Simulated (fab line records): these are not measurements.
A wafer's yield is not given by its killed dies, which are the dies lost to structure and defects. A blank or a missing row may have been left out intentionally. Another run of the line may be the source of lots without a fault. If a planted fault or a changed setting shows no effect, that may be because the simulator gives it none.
Chamber matching | flow n5 finfet | 3 sister chambers for N5_BEOL_M14_DEP_53 on pecvd-03
The step deposits SiCN from 3MS/NH3, target thk 50 nm, time 17.8 s. 24 wafers are shown with their chamber, then 12 later ones without.

== EACH WAFER AND ITS CHAMBER ==
wafer  | chamber | throttle valve pct (%) | showerhead plenum p Torr (Torr)
L078.3 | 2       | 17.2                   | 4.140
L078.4 | 1       | 20.2                   | 4.161
L078.5 | 0       | 18.3                   | 4.154
L079.1 | 1       | 20.1                   | 4.171
L079.4 | 1       | 20.4                   | 4.173
L079.5 | 0       | 18.4                   | 4.153
L081.2 | 1       | 20.5                   | 4.185
L081.3 | 0       | 18.4                   | 4.158
L081.6 | 2       | 17.2                   | 4.144
L082.1 | 2       | 17.2                   | 4.137
L082.4 | 0       | 18.2                   | 4.159
L082.5 | 1       | 20.2                   | 4.174
L089.2 | 1       | 20.0                   | 4.179
L089.3 | 0       | 18.3                   | 4.159
L089.4 | 0       | 18.0                   | 4.165
L091.3 | 1       | 20.1                   | 4.172
L091.4 | 2       | 17.2                   | 4.146
L091.5 | 1       | 20.1                   | 4.172
L092.1 | 2       | 17.4                   | 4.140
L092.2 | 0       | 18.6                   | 4.162
L092.3 | 1       | 20.4                   | 4.172
L092.4 | 0       | 18.0                   | 4.161
L092.5 | 1       | 20.3                   | 4.175
L092.6 | 2       | 17.4                   | 4.145

SIGNATURES, as means of the wafers listed above
reading                  | chamber 0 | chamber 1 | chamber 2 | scatter within a chamber
throttle valve pct       | 18.275    | 20.230    | 17.267    | 0.168
showerhead plenum p Torr | 4.15888   | 4.17340   | 4.14200   | 0.00491
Rule: a wafer lies at a distance from a chamber equal to the root of the sum of squares, over the readings, of (its reading less the chamber's mean, divided by the reading's scatter). The wafer belongs to the nearest chamber; if the next one is less than 2 further off, it can't be placed. The scatter: take each reading less its chamber's mean, square it, sum over the shown wafers, divide by the number of wafers less the number of chambers, and take the root.

== WAFERS WITHOUT THEIR CHAMBER ==
wafer  | throttle valve pct (%) | showerhead plenum p Torr (Torr)
L094.1 | 18.4                   | 4.161
L094.2 | 17.3                   | 4.150
L094.4 | 18.1                   | 4.154
L097.1 | 20.1                   | 4.173
L097.2 | 17.3                   | 4.146
L097.3 | 18.0                   | 4.169
L097.4 | 18.6                   | 4.159
L097.5 | 17.5                   | 4.123
L097.6 | 20.1                   | 4.169
L096.3 | 17.6                   | 4.121
L096.4 | 18.2                   | 4.169
L096.5 | 20.3                   | 4.173

== WHICH CHAMBER EACH ONE RAN IN ==
wafer  | from the rows above | in truth
L094.1 | 0                   | 0
L094.2 | 2                   | 2
L094.4 | 0                   | 0
L097.1 | 1                   | 1
L097.2 | 2                   | 2
L097.3 | 0                   | 0
L097.4 | 0                   | 0
L097.5 | 2                   | 2
L097.6 | 1                   | 1
L096.3 | 2                   | 2
L096.4 | 0                   | 0
L096.5 | 1                   | 1
Correctly placed: 12 of 12. Number that these rows cannot place: 0. Number placed wrongly: 0.
